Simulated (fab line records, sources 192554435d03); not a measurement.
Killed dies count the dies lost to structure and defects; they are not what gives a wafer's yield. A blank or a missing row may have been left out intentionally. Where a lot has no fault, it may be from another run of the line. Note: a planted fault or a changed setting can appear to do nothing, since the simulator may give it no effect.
Split-lot trial -- flow n5 finfet -- 21 wafers read across 7 lots, on a route 1938 steps long

== ABOUT THE SPLIT ==
At N5_BEOL_M13_COAT_58 (time 60 s, resist thk 89 nm), the setting spin rpm was moved away from the recipe's 1500 rpm on 8 of the 21 wafers read, by -10.3% to +6.1%. For the rest of the wafers, this setting stayed at what the recipe calls for.

== FROM THE SPLIT TO THE READING: what the file shows between them, 3 steps ==
- N5_BEOL_M13_COAT_04: resist thk 400 nm
- N5_BEOL_M13_EBR_06
- N5_BEOL_M13_DESCUM_15: chemistry O2, time 7.9 s

== THE READING ==
etch.depth nm (the simulator's own value, which no gauge read), in nm, at N5_BEOL_M13_ETCH_59 (etches BARC in N2/H2, target depth 89 nm, overetch 26.7 nm, time 67.9 s). The file does not state a usual value for it. Average 88.96 nm, standard deviation 0.27 nm, over the 13 wafers here run with the recipe.

wafer,"tool, chamber at the split","spin rpm as run, rpm",against the recipe,"etch.depth nm, nm",against lot-mates on the recipe
L074.1,"litho track-02, 0",1437,-4.2%,91.05,+2.23
L074.2,"litho track-02, 0",1437,-4.2%,90.58,+1.76
L074.5,"litho track-02, 0",1500,recipe,88.82,-
L075.1,"litho track-04, 0",1500,recipe,89.25,-
L075.2,"litho track-04, 0",1586,+5.7%,86.71,-2.53
L075.6,"litho track-04, 0",1500,recipe,89.23,-
L079.4,"litho track-01, 0",1500,recipe,89.17,-
L079.5,"litho track-01, 0",1500,recipe,89.26,-
L079.6,"litho track-01, 0",1500,recipe,89.31,-
L080.1,"litho track-02, 0",1500,recipe,88.88,-
L080.4,"litho track-02, 0",1500,recipe,89.06,-
L080.5,"litho track-02, 0",1500,recipe,88.89,-
L085.1,"litho track-01, 0",1500,recipe,88.62,-
L085.3,"litho track-01, 0",1345,-10.3%,93.92,+5.30
L085.6,"litho track-01, 0",1345,-10.3%,94.12,+5.50
L087.1,"litho track-01, 0",1500,recipe,88.57,-
L087.3,"litho track-01, 0",1500,recipe,88.89,-
L087.5,"litho track-01, 0",1500,recipe,88.51,-
L096.1,"litho track-02, 0",1592,+6.1%,86.36,no lot-mate on the recipe
L096.3,"litho track-02, 0",1592,+6.1%,86.22,no lot-mate on the recipe
L096.4,"litho track-02, 0",1592,+6.1%,85.89,no lot-mate on the recipe

THE FIT
A straight line over all 21 wafers: etch.depth nm changes by -0.467 nm for each +1% of spin rpm; r = -0.99; the points scatter about the line by 0.28 nm.
The same after taking each lot's own level away (the mean of its wafers on the recipe; 18 wafers): -0.505 nm for each +1%; r = -1.00; scatter 0.17 nm.
That fit puts the effect of the largest move of spin rpm on the reading at 5.2 nm.
The span of the lots' own levels, 88.620 to 89.247 nm, comes to 2.3 times the standard deviation stated above.
The two slopes are in agreement: the lot-to-lot level therefore moves the slope only a little.
Check: +5.21 nm against its lot-mates is what the line predicts for one of the wafers moved furthest among these (-10.3%) when that wafer is left out of the fit. It came out at +5.3 nm against them.

== OTHER SPLITS ON THESE WAFERS ==
Before the reading, these wafers also passed through other splits. Each is held against what the fit with the lots' levels taken away leaves over:
other split on the same wafers,wafers away from the commonest value,r with etch.depth nm (lot level and that fit taken away)
N5_BEOL_M12_SPUTTER_44 power w,9,+0.24

== THE WHOLE CHAIN: every reading that the file lists as answering this split, in the file's order ==
step,what it does,reading,change (the file's fit),r (the file's)
N5_BEOL_M13_COAT_58,"time 60 s, resist thk 89 nm","BARC_of_BEOL_M13_COAT_58.thk nm (the simulator's own value, which no gauge read)",-0.502 nm for each +1% of the setting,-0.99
N5_BEOL_M13_ETCH_59,"etches BARC in N2/H2, target depth 89 nm, overetch 26.7 nm, time 67.9 s","etch.depth nm (the simulator's own value, which no gauge read)",-0.5 nm for each +1% of the setting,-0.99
N5_BEOL_M13_STRIP_64,strips in N2/H2,strip time to endpoint s,withheld for each +1% of the setting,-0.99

== THE FILE'S OWN FIT ==
etch.depth nm changes by -0.5 nm for each +1% of spin rpm, r = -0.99.
